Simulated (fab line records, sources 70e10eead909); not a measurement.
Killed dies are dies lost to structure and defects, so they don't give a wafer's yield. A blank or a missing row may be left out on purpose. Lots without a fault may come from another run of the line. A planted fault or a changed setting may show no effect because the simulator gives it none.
A struck lot beside a sound one | flow nand_harc | 14 steps out of a route of 1302
Sound: wafers L431.1, L431.2, L431.3. Struck: wafers L442.1, L442.3, L442.5. The cause comes at the end.
At each step with rows: each side's tool, then ch and its chambers, then its first start. Under that, the readings that differ: sound wafers | struck wafers | difference of the means | sigmas: that difference in standard deviations of wafers without a fault.
alike: readings whose means differ by less than 2 such deviations, and words and numbers that are the same on both sides. not compared: withheld readings, readings that some wafer has no value for, bounds like >300 that may hide the same value, and numbers for which the record gives no deviation and whose values overlap.
The two part at a step that has a row with sigmas, a row that says differs or no value, or rows on one side only. Numbers that don't overlap but have no deviation are shown without sigmas and don't part them. A reading that every wafer of one side lacks parts them only if that side has two wafers or more.

NHARC_P_GATE_RTA_64: time 1 s.
  sound on rtp_anneal-01 ch 0, day 6 11:45; struck on rtp_anneal-02 ch 0, day 11 02:10
  reading             | sound          | struck         | difference | sigmas
  lamp_power_pct (%)  | 30.6 30.6 30.6 | 33.0 33.0 33.0 | +2.4       | +2
  lamp_zone_3_pct (%) | 30.6 30.7 30.7 | 33.0 33.0 33.0 | +2.3       | +2
  lamp_zone_4_pct (%) | 30.6 30.6 30.6 | 33.0 33.0 32.9 | +2.4       | +2
  alike: wafer_temp_C_max
then, 5 steps without rows for these wafers: NHARC_P_GATE_ETCH_77 (etches SiO2 in dHF, target depth 6 nm); NHARC_P_GATE_DEGAS_109 (time 60 s); NHARC_P_GATE_PRE_CLEAN_110 (time 30 s); NHARC_P_GATE_SPUTTER_78 (material Ni, target thk 10 nm); NHARC_P_GATE_SPUTTER_79 (material TiN, target thk 10 nm).
NHARC_P_GATE_RTA_80: time 30 s.
  sound on rtp_anneal-02 ch 0, day 6 12:21; struck on rtp_anneal-02 ch 0, day 11 02:46
  alike: wafer_temp_C_max
then, 1 step without rows for these wafers: NHARC_P_GATE_STRIP_67 (strips in SPM, time 600 s).
NHARC_P_GATE_RTA_82: time 30 s.
  sound on rtp_anneal-02 ch 0, day 6 12:49; struck on rtp_anneal-01 ch 0, day 11 03:14
  alike: lamp_power_pct, lamp_zone_3_pct, lamp_zone_4_pct, wafer_temp_C_max
NHARC_P_GATE_INSPECT_68:
  sound on defect_inspect-02, day 6 13:01; struck on defect_inspect-01, day 11 03:26
  alike: raw_defect_count
NHARC_P_CONTACT_DEP_30: deposits SiNx, target thk 30 nm.
  sound on pecvd-04 ch 0,1,2, day 6 13:04; struck on pecvd-02 ch 0,2, day 11 03:30
  alike: heater_power_w
NHARC_P_CONTACT_DEP_00: deposits SiO2, target thk 500 nm.
  sound on pecvd-04 ch 0,1,2; struck on pecvd-02 ch 0,2
  alike: chamber_pressure_Torr, heater_power_w, throttle_valve_pct
NHARC_P_CONTACT_CMP_01: polishes SiO2, target thk 200 nm.
  sound on cmp-04 ch 0,1,3, day 6 13:47; struck on cmp-02 ch 0,2,3, day 11 04:14
  no value came back on the struck wafers for edge_zone_pressure_frac, motor_current_A (A), retaining_ring_pressure_frac; on the sound wafers edge_zone_pressure_frac reads 0.997 1.000 0.996
-- the record jumps here: 19 days lie between the struck wafers' starts before and after (it left off in module P_CONTACT and takes up again in module END, whose first step shown is number 1302 of the route) --
NHARC_END_SORT_01:
  the record has rows for the struck wafers here (prober-01 ch 0, day 29 21:18) and none for the sound ones

WHERE THEY PART
First at NHARC_P_GATE_RTA_64; last, within this record, at NHARC_END_SORT_01.

WHY: what the simulator had put in
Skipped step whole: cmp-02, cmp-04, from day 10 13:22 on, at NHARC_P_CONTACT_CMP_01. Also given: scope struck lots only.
